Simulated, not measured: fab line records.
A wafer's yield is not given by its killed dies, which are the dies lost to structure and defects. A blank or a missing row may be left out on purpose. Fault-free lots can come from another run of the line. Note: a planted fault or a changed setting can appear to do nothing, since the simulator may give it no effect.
Chamber matching    flow nand harc    NHARC_A_CHANNEL_FILL_D1_ALD_02 on ald hk-03 has 4 sister chambers
The step deposits SiO2, target thk 6 nm, pulse time 10 s, ald cycles 60. 14 wafers are shown with their chamber, then 7 later ones without.

== WAFERS WITH THEIR CHAMBER ==
wafer   chamber  heater power w (W)  precursor pulse height rel
L321.1  0        476                 0.967
L321.2  1        395                 0.987
L321.5  3        443                 1.017
L325.3  0        488                 0.986
L325.5  1        393                 1.014
L325.6  2        479                 1.006
L330.3  3        446                 1.014
L330.5  2        505                 0.963
L330.6  1        404                 0.969
L331.1  3        436                 1.019
L331.5  3        448                 1.000
L331.6  0        496                 0.981
L332.1  3        451                 0.991
L332.5  2        493                 1.014

SIGNATURES (means of the wafers above)
reading                     chamber 0  chamber 1  chamber 2  chamber 3  scatter within a chamber
heater power w              486.67     397.33     492.33     444.80     8.61
precursor pulse height rel  0.97800    0.99000    0.99433    1.00820    0.0182
Rule: for a wafer and a chamber, the distance is found by dividing, reading by reading, the gap between the wafer's reading and the chamber's mean by the reading's scatter, squaring, summing and taking the root. If the next closest chamber is less than 2 further off than the closest, the wafer can't be placed; otherwise it belongs to the closest. The scatter is the square root of a quotient: the sum, over the shown wafers, of each reading's squared deviation from its chamber's mean, divided by wafers minus chambers.

== WAFERS WHOSE CHAMBER IS MISSING ==
wafer   heater power w (W)  precursor pulse height rel
L332.6  407                 1.020
L337.3  408                 0.982
L337.5  501                 1.007
L337.6  451                 1.000
L338.3  440                 1.013
L338.5  490                 0.973
L338.6  451                 1.004

== CHAMBER TAKEN BY EACH ==
wafer   from the rows above      in truth
L332.6  1                        1
L337.3  1                        1
L337.5  can't be placed: 2 or 0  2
L337.6  3                        3
L338.3  3                        3
L338.5  can't be placed: 0 or 2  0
L338.6  3                        3
5 of 7 placed correctly. These rows do not allow placing 2 (true chamber among the candidates in 2). Wrongly placed: 0.
